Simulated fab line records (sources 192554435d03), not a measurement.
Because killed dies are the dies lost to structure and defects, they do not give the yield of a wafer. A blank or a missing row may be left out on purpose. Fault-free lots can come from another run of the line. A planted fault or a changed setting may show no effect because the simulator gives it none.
Lot-split experiment + flow n5Finfet + 21 wafers read across 7 lots, on a route 1938 steps long

== ON THE SPLIT ==
At N5_BEOL_M10_COAT_05 (resist thk 90 nm), the setting spinRpm was moved away from the recipe's 1500 rpm on 5 of the 21 wafers read, by -8.7% to +10.5%. This setting was run at the recipe's value on the other wafers.

== FROM THE SPLIT TO THE READING: what the file shows between them, 5 steps ==
- N5_BEOL_M10_EBR_07
- N5_BEOL_M10_SOFTBAKE_06: time 60 s
- N5_BEOL_M10_EXPOSE_08: exposes mask M10
- N5_BEOL_M10_PEB_09: peb time 60 s
- N5_BEOL_M10_DEVELOP_10: develop time 30 s

== THE READING ==
CAR-ArF_of_BEOL_M10_COAT_05.thkNm (the simulator's own value, which no gauge read), in nm, at N5_BEOL_M10_DESCUM_16 (chemistry O2, time 7.9 s). The file gives no usual value for it. Here, 16 wafers ran the recipe; their average is 83.6 nm with a standard deviation of 0.26 nm.

| wafer  | tool, chamber at the split | spinRpm as run, rpm | against the recipe | CAR-ArF_of_BEOL_M10_COAT_05.thkNm, nm | against lot-mates on the recipe |
|--------|----------------------------|---------------------|--------------------|---------------------------------------|---------------------------------|
| L074.2 | lithoTrack-04, 0           | 1500                | recipe             | 83.8                                  | -                               |
| L074.3 | lithoTrack-04, 0           | 1500                | recipe             | 83.8                                  | -                               |
| L074.5 | lithoTrack-04, 0           | 1500                | recipe             | 83.6                                  | -                               |
| L076.3 | lithoTrack-02, 0           | 1500                | recipe             | 84                                    | -                               |
| L076.4 | lithoTrack-02, 0           | 1500                | recipe             | 83.6                                  | -                               |
| L076.6 | lithoTrack-02, 0           | 1500                | recipe             | 83.6                                  | -                               |
| L080.2 | lithoTrack-03, 0           | 1500                | recipe             | 83.8                                  | -                               |
| L080.4 | lithoTrack-03, 0           | 1500                | recipe             | 84                                    | -                               |
| L080.6 | lithoTrack-03, 0           | 1578                | +5.2%              | 81.6                                  | -2.3                            |
| L082.1 | lithoTrack-04, 0           | 1500                | recipe             | 83.4                                  | -                               |
| L082.5 | lithoTrack-04, 0           | 1500                | recipe             | 83.4                                  | -                               |
| L082.2 | lithoTrack-04, 0           | 1500                | recipe             | 83.2                                  | -                               |
| L083.2 | lithoTrack-03, 0           | 1500                | recipe             | 83.4                                  | -                               |
| L083.4 | lithoTrack-03, 0           | 1658                | +10.5%             | 78.8                                  | -4.5                            |
| L083.6 | lithoTrack-03, 0           | 1500                | recipe             | 83.2                                  | -                               |
| L089.3 | lithoTrack-04, 0           | 1370                | -8.7%              | 87.8                                  | +4.3                            |
| L089.4 | lithoTrack-04, 0           | 1500                | recipe             | 83.2                                  | -                               |
| L089.5 | lithoTrack-04, 0           | 1500                | recipe             | 83.8                                  | -                               |
| L087.2 | lithoTrack-04, 0           | 1589                | +5.9%              | 80.8                                  | -2.6                            |
| L087.4 | lithoTrack-04, 0           | 1589                | +5.9%              | 81                                    | -2.4                            |
| L087.6 | lithoTrack-04, 0           | 1500                | recipe             | 83.4                                  | -                               |

FIT RESULTS
A straight line over all 21 wafers: CAR-ArF_of_BEOL_M10_COAT_05.thkNm changes by -0.457 nm for each +1% of spinRpm; r = -0.99; the points scatter about the line by 0.27 nm.
The same after taking each lot's own level away (the mean of its wafers on the recipe; 21 wafers): -0.449 nm for each +1%; r = -0.99; scatter 0.18 nm.
The reading moves by 4.7 nm for the largest change in spinRpm, on that fit.
Measured against the standard deviation above, the lots' own levels, which go from 83.30 to 83.90 nm, span 2.3 times it.
So the lot-to-lot level changes the slope little: the two slopes agree.
Check: -4.79 nm against its lot-mates is what the line predicts for one of the wafers moved furthest among these (+10.5%) when that wafer is left out of the fit. It came out at -4.5 nm against them.

== ADDITIONAL SPLITS CARRIED BY THESE WAFERS ==
These wafers also went through other splits before the reading. Each is held against what the fit with the lots' levels taken away leaves over:
| other split on the same wafers | wafers away from the commonest value | r with CAR-ArF_of_BEOL_M10_COAT_05.thkNm (lot level and that fit taken away) |
|--------------------------------|--------------------------------------|------------------------------------------------------------------------------|
| N5_BEOL_M9_DESCUM_16 timeS     | 7                                    | -0.37                                                                        |

== THE WHOLE CHAIN: every reading that the file lists as answering this split, in the file's order ==
| step                   | what it does             | reading                                                                            | change (the file's fit)               | r (the file's) |
|------------------------|--------------------------|------------------------------------------------------------------------------------|---------------------------------------|----------------|
| N5_BEOL_M10_COAT_05    | resist thk 90 nm         | CAR-ArF_of_BEOL_M10_COAT_05.thkNm (the simulator's own value, which no gauge read) | -0.435 nm for each +1% of the setting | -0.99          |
| N5_BEOL_M10_DEVELOP_10 | develop time 30 s        | CAR-ArF_of_BEOL_M10_COAT_05.thkNm (the simulator's own value, which no gauge read) | -0.442 nm for each +1% of the setting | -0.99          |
| N5_BEOL_M10_DESCUM_16  | chemistry O2, time 7.9 s | CAR-ArF_of_BEOL_M10_COAT_05.thkNm (the simulator's own value, which no gauge read) | -0.449 nm for each +1% of the setting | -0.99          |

== FILE'S OWN FIT ==
CAR-ArF_of_BEOL_M10_COAT_05.thkNm changes by -0.449 nm for each +1% of spinRpm, r = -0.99.
